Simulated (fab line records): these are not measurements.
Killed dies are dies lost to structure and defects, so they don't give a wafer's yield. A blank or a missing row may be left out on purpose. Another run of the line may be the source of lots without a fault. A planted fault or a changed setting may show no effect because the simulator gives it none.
8D (eight disciplines) problem report, filled in by code | flow n5Finfet | the parts of the form that need people (team, actions taken, sign-off) are left out

== 1. WHAT IS WRONG ==
At N5_GATE_CUT_ETCH_56, rfFwdPowerW averages 450.4 W over 6 wafers from 2 lots, while fault-free wafers read 595.0 W, standard deviation 2.2. That is -66 standard deviations from the usual mean.
The step: etches TiN in Cl2/Ar, target depth 21.6 nm.
The first sign was on wafer L349.2 at day 7 09:16, on rieMetal-01. The record holds 29 wafers of 10 lots with a number at this step. The rule behind "out" and "out of limits": a value lying over 4 standard deviations away from the usual mean. All remaining wafers that have a number are taken as sound.

== 2. WHAT IT IS, WHAT IT ISN'T ==
question                    | is                     | is not
which readings at this step | rfFwdPowerW            | drypumpMotorCurrentA, oes_ar_750_au, oesProductAu, throttleValvePct
which lots                  | L349, L352             | L338, L340, L344, L345, L347, L348, L353, L360
which wafers of those lots  | all that have a number | -
read on which tools         | rieMetal-01            | rieMetal-02, rieMetal-03
when                        | from day 7 09:16       | up to then (18 sound wafers); but 5 sound wafers of L353, L360 came after

== 3. THE SUSPECTS, EACH WITH WHAT RULES IT OUT ==
Counting: a tool at a process step up to the reading stays a suspect if it ran every lot that is out and no sound lot after the first of them.
- rieDiel-05 at N5_HKMG_FIN_ETCH_67 (etches SOC in N2/H2, stops on TiN, target depth 388.9 nm): kept. It ran every lot that is out, first L349 (day 7 07:05), and no sound lot after that.
- rieMetal-01 at N5_GATE_CUT_ETCH_56 (etches TiN in Cl2/Ar, target depth 21.6 nm): kept. It processed each lot that is out, first L349 at day 7 09:16, and no sound lot thereafter; up to then, the last sound lot it processed was L348 at day 6 23:36. Out on those wafers are its own readings of rfFwdPowerW.
Left after counting: rieDiel-05 at N5_HKMG_FIN_ETCH_67, rieMetal-01 at N5_GATE_CUT_ETCH_56.

== 4. THE CAUSE (what the simulator had put in) ==
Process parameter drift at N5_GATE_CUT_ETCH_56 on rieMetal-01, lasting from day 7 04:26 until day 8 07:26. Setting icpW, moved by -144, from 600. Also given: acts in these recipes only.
Counting left 2 suspects, and this tool is among them.

== 5. THE CHAIN OF EFFECTS, in route order ==
One row per reading whose mean, taken over the struck wafers that have a number, lies over 3 standard deviations from the usual. Only readings whose record carries a usual standard deviation are examined. hours: median over the lots of the time between each lot's start at the first step of this table that gives one and its start at this step. sigmas: the change, counted in usual standard deviations.
hours | step                | reading     | usual   | on struck wafers | change | sigmas
0     | N5_GATE_CUT_ETCH_56 | rfFwdPowerW | 595.0 W | 450.4            | -144.6 | -66
It contains these process steps:
- N5_GATE_CUT_ETCH_56: etches TiN in Cl2/Ar, target depth 21.6 nm.
Later steps that measure or inspect, where all struck wafers having a row at the step show a number for every such reading and not one has moved that far: N5_BEOL_M4_RC_MEAS_101.

== 6. HOW IT WOULD HAVE BEEN CAUGHT EARLIER ==
In this record no reading fell out of limits until day 7 09:16, 5 hours after the fault had begun at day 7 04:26.
